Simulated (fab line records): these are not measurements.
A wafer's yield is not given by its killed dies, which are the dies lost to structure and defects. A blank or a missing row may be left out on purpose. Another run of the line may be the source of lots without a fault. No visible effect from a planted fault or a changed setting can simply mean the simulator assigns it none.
Lot-split experiment / flow n5_finfet / route with 1938 steps; 7 lots, 21 wafers read

== SPLIT DETAILS ==
At N5_BEOL_M11_COAT_63 (time 60 s, resist thk 100 nm), the setting spin_rpm was moved away from the recipe's 1500 rpm on 6 of the 21 wafers read, by -6.4% to +5.9%. The other wafers ran this setting at the recipe's value.

== FROM THE SPLIT TO THE READING: what the file shows between them, 7 steps ==
- N5_BEOL_M11_COAT_22: resist thk 90 nm (also split here: spin_rpm)
- N5_BEOL_M11_EBR_24
- N5_BEOL_M11_SOFTBAKE_23: time 60 s
- N5_BEOL_M11_DESCUM_33: chemistry O2, time 7.9 s
- N5_BEOL_M11_ETCH_65: etches SiARC in CF4, target depth 39 nm, time 65 s
- N5_BEOL_M11_ETCH_66: etches SOC in N2/H2, target depth 120 nm, overetch 24 nm, time 180 s
- N5_BEOL_M11_STRIP_69: strips in N2/H2

== THE READING ==
SOC_of_BEOL_M11_COAT_63.thk_nm (the simulator's own value, which no gauge read), in nm, at N5_BEOL_M11_VIA_ETCH_34 (etches SiCOH lowk in C4F6/O2, target depth 184.5 nm, time 69.2 s). There is no usual value for it anywhere in the file. The 15 wafers here that ran the recipe average 92.1 nm, standard deviation 0.26 nm.

wafer=L074.2; tool, chamber at the split=litho_track-01, 0; spin_rpm as run, rpm=1500; against the recipe=recipe; SOC_of_BEOL_M11_COAT_63.thk_nm, nm=92; against lot-mates on the recipe=-
wafer=L074.3; tool, chamber at the split=litho_track-01, 0; spin_rpm as run, rpm=1500; against the recipe=recipe; SOC_of_BEOL_M11_COAT_63.thk_nm, nm=92.6; against lot-mates on the recipe=-
wafer=L074.5; tool, chamber at the split=litho_track-01, 0; spin_rpm as run, rpm=1500; against the recipe=recipe; SOC_of_BEOL_M11_COAT_63.thk_nm, nm=92.4; against lot-mates on the recipe=-
wafer=L086.3; tool, chamber at the split=litho_track-02, 0; spin_rpm as run, rpm=1543; against the recipe=+2.9%; SOC_of_BEOL_M11_COAT_63.thk_nm, nm=90.6; against lot-mates on the recipe=-1.6
wafer=L086.5; tool, chamber at the split=litho_track-02, 0; spin_rpm as run, rpm=1543; against the recipe=+2.9%; SOC_of_BEOL_M11_COAT_63.thk_nm, nm=90.6; against lot-mates on the recipe=-1.6
wafer=L086.6; tool, chamber at the split=litho_track-02, 0; spin_rpm as run, rpm=1500; against the recipe=recipe; SOC_of_BEOL_M11_COAT_63.thk_nm, nm=92.2; against lot-mates on the recipe=-
wafer=L081.1; tool, chamber at the split=litho_track-03, 0; spin_rpm as run, rpm=1500; against the recipe=recipe; SOC_of_BEOL_M11_COAT_63.thk_nm, nm=91.8; against lot-mates on the recipe=-
wafer=L081.2; tool, chamber at the split=litho_track-03, 0; spin_rpm as run, rpm=1500; against the recipe=recipe; SOC_of_BEOL_M11_COAT_63.thk_nm, nm=92; against lot-mates on the recipe=-
wafer=L081.4; tool, chamber at the split=litho_track-03, 0; spin_rpm as run, rpm=1500; against the recipe=recipe; SOC_of_BEOL_M11_COAT_63.thk_nm, nm=92; against lot-mates on the recipe=-
wafer=L090.2; tool, chamber at the split=litho_track-02, 0; spin_rpm as run, rpm=1500; against the recipe=recipe; SOC_of_BEOL_M11_COAT_63.thk_nm, nm=92.2; against lot-mates on the recipe=-
wafer=L090.3; tool, chamber at the split=litho_track-02, 0; spin_rpm as run, rpm=1500; against the recipe=recipe; SOC_of_BEOL_M11_COAT_63.thk_nm, nm=92; against lot-mates on the recipe=-
wafer=L090.6; tool, chamber at the split=litho_track-02, 0; spin_rpm as run, rpm=1589; against the recipe=+5.9%; SOC_of_BEOL_M11_COAT_63.thk_nm, nm=89.4; against lot-mates on the recipe=-2.7
wafer=L089.3; tool, chamber at the split=litho_track-01, 0; spin_rpm as run, rpm=1500; against the recipe=recipe; SOC_of_BEOL_M11_COAT_63.thk_nm, nm=91.6; against lot-mates on the recipe=-
wafer=L089.4; tool, chamber at the split=litho_track-01, 0; spin_rpm as run, rpm=1436; against the recipe=-4.3%; SOC_of_BEOL_M11_COAT_63.thk_nm, nm=93.4; against lot-mates on the recipe=+1.7
wafer=L089.6; tool, chamber at the split=litho_track-01, 0; spin_rpm as run, rpm=1500; against the recipe=recipe; SOC_of_BEOL_M11_COAT_63.thk_nm, nm=91.8; against lot-mates on the recipe=-
wafer=L087.3; tool, chamber at the split=litho_track-02, 0; spin_rpm as run, rpm=1500; against the recipe=recipe; SOC_of_BEOL_M11_COAT_63.thk_nm, nm=92.4; against lot-mates on the recipe=-
wafer=L087.4; tool, chamber at the split=litho_track-02, 0; spin_rpm as run, rpm=1404; against the recipe=-6.4%; SOC_of_BEOL_M11_COAT_63.thk_nm, nm=95.6; against lot-mates on the recipe=+3.2
wafer=L087.5; tool, chamber at the split=litho_track-02, 0; spin_rpm as run, rpm=1404; against the recipe=-6.4%; SOC_of_BEOL_M11_COAT_63.thk_nm, nm=96; against lot-mates on the recipe=+3.6
wafer=L093.3; tool, chamber at the split=litho_track-02, 0; spin_rpm as run, rpm=1500; against the recipe=recipe; SOC_of_BEOL_M11_COAT_63.thk_nm, nm=92.2; against lot-mates on the recipe=-
wafer=L093.6; tool, chamber at the split=litho_track-02, 0; spin_rpm as run, rpm=1500; against the recipe=recipe; SOC_of_BEOL_M11_COAT_63.thk_nm, nm=92.2; against lot-mates on the recipe=-
wafer=L093.4; tool, chamber at the split=litho_track-02, 0; spin_rpm as run, rpm=1500; against the recipe=recipe; SOC_of_BEOL_M11_COAT_63.thk_nm, nm=91.8; against lot-mates on the recipe=-

FIT RESULTS
A straight line over all 21 wafers: SOC_of_BEOL_M11_COAT_63.thk_nm changes by -0.511 nm for each +1% of spin_rpm; r = -0.97; the points scatter about the line by 0.35 nm.
The same after taking each lot's own level away (the mean of its wafers on the recipe; 21 wafers): -0.501 nm for each +1%; r = -0.99; scatter 0.21 nm.
According to that fit, moving spin_rpm by its largest amount changes the reading by 3.2 nm.
Across the lots, their own levels run from 91.70 to 92.40 nm, a range of 2.7 times the standard deviation given above.
Consequently the slope shifts little with the lot-to-lot level, the two slopes agreeing.
Check: with one of the wafers moved furthest among these (-6.4%) left out of the fit, the line predicts +3.2 nm for it against its lot-mates. Against them it came out at +3.2 nm.

== OTHER SPLITS APPLIED TO THESE WAFERS ==
Before the reading, these wafers also passed through other splits. Each is held against what the fit with the lots' levels taken away leaves over:
other split on the same wafers=N5_BEOL_M8_TRENCH_ETCH_37 time_s; wafers away from the commonest value=4; r with SOC_of_BEOL_M11_COAT_63.thk_nm (lot level and that fit taken away)=+0.11
other split on the same wafers=N5_BEOL_M10_COAT_59 spin_rpm; wafers away from the commonest value=2; r with SOC_of_BEOL_M11_COAT_63.thk_nm (lot level and that fit taken away)=+0.15
other split on the same wafers=N5_BEOL_M10_EXPOSE_08 dose_mj; wafers away from the commonest value=4; r with SOC_of_BEOL_M11_COAT_63.thk_nm (lot level and that fit taken away)=-0.08
other split on the same wafers=N5_BEOL_M11_PECVD_70 temp_c; wafers away from the commonest value=6; r with SOC_of_BEOL_M11_COAT_63.thk_nm (lot level and that fit taken away)=+0.02
other split on the same wafers=N5_BEOL_M11_COAT_22 spin_rpm; wafers away from the commonest value=6; r with SOC_of_BEOL_M11_COAT_63.thk_nm (lot level and that fit taken away)=-0.41

== THE WHOLE CHAIN: every reading that the file lists as answering this split, in the file's order ==
step=N5_BEOL_M11_COAT_63; what it does=time 60 s, resist thk 100 nm; reading=SOC_of_BEOL_M11_COAT_63.thk_nm (the simulator's own value, which no gauge read); change (the file's fit)=-0.496 nm for each +1% of the setting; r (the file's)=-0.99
step=N5_BEOL_M11_ETCH_66; what it does=etches SOC in N2/H2, target depth 120 nm, overetch 24 nm, time 180 s; reading=etch.depth_nm (the simulator's own value, which no gauge read); change (the file's fit)=-0.498 nm for each +1% of the setting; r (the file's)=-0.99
step=N5_BEOL_M11_VIA_ETCH_34; what it does=etches SiCOH lowk in C4F6/O2, target depth 184.5 nm, time 69.2 s; reading=SOC_of_BEOL_M11_COAT_63.thk_nm (the simulator's own value, which no gauge read); change (the file's fit)=-0.484 nm for each +1% of the setting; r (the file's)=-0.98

== FILE'S OWN FIT ==
SOC_of_BEOL_M11_COAT_63.thk_nm changes by -0.484 nm for each +1% of spin_rpm, r = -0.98.
